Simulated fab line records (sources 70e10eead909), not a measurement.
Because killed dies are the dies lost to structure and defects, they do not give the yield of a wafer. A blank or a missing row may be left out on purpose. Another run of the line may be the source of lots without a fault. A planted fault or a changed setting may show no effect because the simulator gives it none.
Struck lot and sound lot, side by side :: flow nand-harc :: 13 out of 1159 route steps
Sound: wafers L982.4, L982.5, L982.6. Wafers struck: L987.1, L987.3, L987.5. The cause is given at the end.
Per side, at each step with rows, come the tool, then ch with its chambers, and then its first start. Under that, the readings that differ: sound wafers :: struck wafers :: difference of the means :: sigmas: that difference in standard deviations of wafers without a fault.
alike: readings with means less than 2 such deviations apart, plus words and numbers identical on both sides. not compared: withheld readings, readings lacking a value on some wafer, bounds such as >300 that could conceal the same value, and numbers that have no deviation in the record and whose values overlap.
Wherever a step has rows on one side only, a row that says differs or no value, or a row with sigmas, the two part there. When numbers do not overlap yet have no deviation, they are printed without sigmas and do not part them. Lack of a reading on every wafer of one side parts them only where that side has two or more wafers.

first, 6 steps without rows for these wafers: NHARC_A_STAIRCASE_SOFTBAKE_212 (time 170 s); NHARC_A_STAIRCASE_EBR_213; NHARC_A_STAIRCASE_EXPOSE_214 (exposes mask STAIR 3); NHARC_A_STAIRCASE_PEB_215 (peb time 130 s); NHARC_A_STAIRCASE_DEVELOP_216 (time 140 s); NHARC_A_STAIRCASE_HARDBAKE_218 (time 140 s).
NHARC_A_STAIRCASE_DESCUM_219: chemistry O2, time 3 s.
  sound on rie-diel-02 ch 1,2, day 14 13:19; struck on rie-diel-02 ch 1,2,3, day 15 09:22
  alike: drypump-motor-current-A, oes-product-au, rf-vpp-V, showerhead-plenum-p-Torr, throttle-valve-pct
  not compared: rf-hours-counter-h
NHARC_A_STAIRCASE_TRIM_220: chemistry O2, time 211.2 s.
  sound on rie-diel-02 ch 0,1, day 14 13:23; struck on rie-diel-02 ch 0,1, day 15 09:29
  alike: drypump-motor-current-A, oes-product-au, rf-vpp-V, run-length-s, showerhead-plenum-p-Torr, throttle-valve-pct
  not compared: rf-hours-counter-h
NHARC_A_STAIRCASE_ETCH_221: etches the open film in C4F8/O2, target depth 100 nm, time 40.5 s.
  sound: rie-diel-02 ch 2,3; struck: rie-diel-02 ch 1,2,3
  alike: oes-product-au, rf-vpp-V
  not compared: rf-hours-counter-h
then, 1 step without rows for these wafers: NHARC_A_STAIRCASE_TRIM_222 (chemistry O2, time 211.2 s).
NHARC_A_STAIRCASE_ETCH_223: etches the open film in C4F8/O2, target depth 100 nm, time 40.5 s.
  sound: rie-diel-02 ch 1,2; struck: rie-diel-02 ch 0,1
  alike: oes-product-au, rf-vpp-V
  not compared: rf-hours-counter-h
NHARC_A_STAIRCASE_TRIM_224: chemistry O2, time 211.2 s.
  sound on rie-diel-02 ch 1,2, day 14 14:01; struck on rie-diel-02 ch 0,1,3, day 15 10:16
reading: run-length-s (s)
sound: 232.32 233.07 232.19
struck: 161.25 161.09 161.16
difference: -71.36
sigmas: -99 or more
  alike: drypump-motor-current-A, oes-product-au, rf-vpp-V, showerhead-plenum-p-Torr, throttle-valve-pct
  not compared: rf-hours-counter-h
NHARC_A_STAIRCASE_ETCH_225: etches the open film in C4F8/O2, target depth 100 nm, time 40.5 s.
  sound: rie-diel-02 ch 0,2,3; struck: rie-diel-02 ch 0,1
  alike: oes-product-au, rf-vpp-V
  not compared: rf-hours-counter-h

WHERE THEY PART
Only at NHARC_A_STAIRCASE_TRIM_224, within this record. Later steps at which nothing parts them and some readings are alike: NHARC_A_STAIRCASE_ETCH_225.

WHY: whatever the simulator had introduced
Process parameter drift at NHARC_A_STAIRCASE_TRIM_224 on rie-diel-02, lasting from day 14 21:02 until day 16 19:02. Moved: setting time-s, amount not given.
